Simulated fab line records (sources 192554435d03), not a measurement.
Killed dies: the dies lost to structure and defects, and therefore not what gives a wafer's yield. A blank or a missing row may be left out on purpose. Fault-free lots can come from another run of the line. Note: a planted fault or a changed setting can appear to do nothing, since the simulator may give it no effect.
Chamber matching || flow n5_finfet || rie_diel-04 running N5_BEOL_M10_ETCH_66: 4 sister chambers
The step etches SOC in N2/H2, target depth 120 nm, overetch 24 nm, time 180 s. 4 wafers are shown with their chamber, then 8 later ones without.

EACH WAFER AND ITS CHAMBER
{"wafer": "L085.3", "chamber": 0, "showerhead_plenum_p_Torr (Torr)": 2.62}
{"wafer": "L085.4", "chamber": 3, "showerhead_plenum_p_Torr (Torr)": 2.43}
{"wafer": "L085.6", "chamber": 1, "showerhead_plenum_p_Torr (Torr)": 2.59}
{"wafer": "L088.1", "chamber": 2, "showerhead_plenum_p_Torr (Torr)": 2.47}

WAFERS WITHOUT THEIR CHAMBER
{"wafer": "L088.3", "showerhead_plenum_p_Torr (Torr)": 2.43}
{"wafer": "L088.5", "showerhead_plenum_p_Torr (Torr)": 2.47}
{"wafer": "L092.2", "showerhead_plenum_p_Torr (Torr)": 2.58}
{"wafer": "L092.5", "showerhead_plenum_p_Torr (Torr)": 2.61}
{"wafer": "L092.6", "showerhead_plenum_p_Torr (Torr)": 2.58}
{"wafer": "L094.1", "showerhead_plenum_p_Torr (Torr)": 2.61}
{"wafer": "L094.4", "showerhead_plenum_p_Torr (Torr)": 2.42}
{"wafer": "L094.6", "showerhead_plenum_p_Torr (Torr)": 2.58}

CHAMBER TAKEN BY EACH
{"wafer": "L088.3", "from the rows above": 3, "in truth": 3}
{"wafer": "L088.5", "from the rows above": 2, "in truth": 2}
{"wafer": "L092.2", "from the rows above": 1, "in truth": 1}
{"wafer": "L092.5", "from the rows above": "can't be placed: 0 or 1", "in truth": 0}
{"wafer": "L092.6", "from the rows above": 1, "in truth": 1}
{"wafer": "L094.1", "from the rows above": "can't be placed: 0 or 1", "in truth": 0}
{"wafer": "L094.4", "from the rows above": 3, "in truth": 3}
{"wafer": "L094.6", "from the rows above": 1, "in truth": 1}
Placed correctly: 6 of 8. Cannot be placed on the basis of these rows: 2; the candidates contain the true chamber in 2. Number placed wrongly: 0.
How it was worked out, from the rows above alone: a wafer's distance from a chamber is the root of the sum, over the readings, of the square of ((its reading less the chamber's mean) divided by the reading's scatter). The wafer belongs to the nearest chamber; if the next one is less than 2 further off, it can't be placed. For every chamber, the mean is computed from those of its wafers that are shown. The scatter: with one shown wafer a chamber, the root of the mean of the squares of how far each hidden wafer lies from its nearest shown one.
